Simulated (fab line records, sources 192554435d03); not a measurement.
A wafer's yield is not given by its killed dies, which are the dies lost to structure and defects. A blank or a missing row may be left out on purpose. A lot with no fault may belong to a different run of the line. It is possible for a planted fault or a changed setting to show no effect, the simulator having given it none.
The same fault as seen by 2 desks | flow n5-finfet | each desk holds nothing but its own numbers, with what lay behind them at the end

== METROLOGY DESK ==
Means of the sampled wafers that have a number, per lot and without regard to the tool the lot ran on: this is what the gauges read. If a lot's mean is further than 4 standard deviations from the usual mean, the lot is out of limits and carries the mark OUT (the distance appears in the brackets).
Columns: A = cd-nm at N5_BEOL_M0_SAQP_CD_MEAS_29, usual 15.00 nm; B = cd-nm at N5_BEOL_M0_SAQP_CD_MEAS_40, usual 29.99 nm
lot  | first seen here | A     | B
L347 | day 6 09:34     | 15.06 | 29.75
L352 | day 8 09:58     | 14.86 | 29.99
L355 | day 8 20:52     | 14.94 | -
L356 | day 9 00:14     | 14.79 | -
L363 | day 10 18:17    | 15.07 | 30.15
L365 | day 11 02:11    | 14.99 | 30.05
This desk's finding: nothing out of limits on any of the 6 lots.

== THE TOOL OWNER'S DESK: litho-track-01 ==
The tool's own readings at N5_BEOL_M0_SAQP_DEVELOP_39 (develop time 30 s): means of the sampled wafers that have a number, for each lot that ran on this tool. If a lot's mean is further than 4 standard deviations from the usual mean, the lot is out of limits and carries the mark OUT (the distance appears in the brackets).
Columns: A = chill-plate-temp-C at N5_BEOL_M0_SAQP_DEVELOP_39, usual 22.99 C
lot  | first seen here | A
L352 | day 8 10:12     | 23.09
This desk's finding: nothing out of limits on the one lot.

== PUT TOGETHER ==
Nothing out of limits was seen by the metrology desk.
The tool owner's desk saw nothing out of limits.

== WHAT THE SIMULATOR HAD INSERTED ==
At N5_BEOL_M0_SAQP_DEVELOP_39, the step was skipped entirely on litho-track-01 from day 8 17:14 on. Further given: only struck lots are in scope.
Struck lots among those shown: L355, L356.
